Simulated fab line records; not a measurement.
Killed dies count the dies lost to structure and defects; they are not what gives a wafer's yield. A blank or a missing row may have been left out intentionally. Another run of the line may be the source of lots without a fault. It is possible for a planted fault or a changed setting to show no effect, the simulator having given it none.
Matching of chambers / flow n5-finfet / ald-sin-04 running N5_SPACER0_ALD_07: 4 sister chambers
The step deposits SiNx, target thk 2 nm. 14 wafers are shown with their chamber, then 7 later ones without.

== WAFERS, EACH WITH ITS CHAMBER ==
wafer=L078.1; chamber=0; heater-power-w (W)=755
wafer=L078.4; chamber=3; heater-power-w (W)=926
wafer=L078.6; chamber=1; heater-power-w (W)=830
wafer=L081.2; chamber=0; heater-power-w (W)=782
wafer=L081.3; chamber=1; heater-power-w (W)=837
wafer=L081.5; chamber=2; heater-power-w (W)=853
wafer=L082.3; chamber=2; heater-power-w (W)=842
wafer=L082.4; chamber=3; heater-power-w (W)=951
wafer=L082.5; chamber=2; heater-power-w (W)=847
wafer=L086.1; chamber=2; heater-power-w (W)=830
wafer=L086.3; chamber=1; heater-power-w (W)=836
wafer=L086.5; chamber=3; heater-power-w (W)=939
wafer=L090.2; chamber=1; heater-power-w (W)=831
wafer=L090.3; chamber=3; heater-power-w (W)=922

SIGNATURES (means of the wafers above)
reading=heater-power-w; chamber 0=768.50; chamber 1=833.50; chamber 2=843.00; chamber 3=934.50; scatter within a chamber=11
Rule: for a wafer and a chamber, the distance is found by dividing, reading by reading, the gap between the wafer's reading and the chamber's mean by the reading's scatter, squaring, summing and taking the root. The wafer belongs to the nearest chamber; if the next one is less than 2 further off, it can't be placed. The scatter is the square root of a quotient: the sum, over the shown wafers, of each reading's squared deviation from its chamber's mean, divided by wafers minus chambers.

== WAFERS WITHOUT THEIR CHAMBER ==
wafer=L090.5; heater-power-w (W)=907
wafer=L092.1; heater-power-w (W)=844
wafer=L092.2; heater-power-w (W)=743
wafer=L092.3; heater-power-w (W)=845
wafer=L096.2; heater-power-w (W)=772
wafer=L096.4; heater-power-w (W)=865
wafer=L096.6; heater-power-w (W)=752

== CHAMBER TAKEN BY EACH ==
wafer=L090.5; from the rows above=3; in truth=3
wafer=L092.1; from the rows above=can't be placed: 2 or 1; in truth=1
wafer=L092.2; from the rows above=0; in truth=0
wafer=L092.3; from the rows above=can't be placed: 2 or 1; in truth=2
wafer=L096.2; from the rows above=0; in truth=0
wafer=L096.4; from the rows above=can't be placed: 2 or 1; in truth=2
wafer=L096.6; from the rows above=0; in truth=0
Correctly placed: 4 of 7. Unplaceable from these rows: 3, with the true chamber sitting among the candidates in 3. Wrongly placed: 0.
